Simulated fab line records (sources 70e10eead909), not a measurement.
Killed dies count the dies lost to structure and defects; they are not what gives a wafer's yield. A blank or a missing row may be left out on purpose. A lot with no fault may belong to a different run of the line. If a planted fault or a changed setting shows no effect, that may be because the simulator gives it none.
Matching of chambers | flow nand-harc | NHARC_P_CONTACT_CMP_01 on cmp-02 has 4 sister chambers
The step polishes SiO2, target thk 200 nm. 7 wafers are shown with their chamber, then 9 later ones without.

== WAFERS PAIRED WITH THEIR CHAMBERS ==
wafer  | chamber | motor-current-A (A)
L082.2 | 0       | 13.1
L082.4 | 1       | 12.1
L087.1 | 0       | 13.2
L087.2 | 2       | 12.9
L085.3 | 2       | 14.0
L085.4 | 3       | 8.8
L085.5 | 3       | 9.3

== WAFERS MISSING THEIR CHAMBER ==
wafer  | motor-current-A (A)
L086.1 | 9.3
L086.4 | 12.9
L086.6 | 12.8
L089.1 | 13.9
L089.2 | 9.8
L089.5 | 12.7
L097.1 | 12.2
L097.3 | 13.9
L097.6 | 13.6

== EACH ONE'S CHAMBER ==
wafer  | from the rows above          | in truth
L086.1 | 3                            | 3
L086.4 | can't be placed: 0 or 2 or 1 | 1
L086.6 | can't be placed: 0 or 2 or 1 | 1
L089.1 | can't be placed: 2 or 0      | 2
L089.2 | 3                            | 3
L089.5 | can't be placed: 0 or 1 or 2 | 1
L097.1 | can't be placed: 1 or 0      | 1
L097.3 | can't be placed: 2 or 0      | 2
L097.6 | can't be placed: 2 or 0      | 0
Correctly placed: 2 of 9. From these rows, 7 cannot be placed; in 7 the true chamber is one of the candidates. Placed wrongly: 0.
How it was worked out, from the rows above alone: a wafer's distance from a chamber is the root of the sum, over the readings, of the square of ((its reading less the chamber's mean) divided by the reading's scatter). The wafer belongs to the nearest chamber; if the next one is less than 2 further off, it can't be placed. Each chamber's mean is taken over the wafers shown for it. The scatter is the square root of a quotient: the sum, over the shown wafers, of each reading's squared deviation from its chamber's mean, divided by wafers minus chambers.
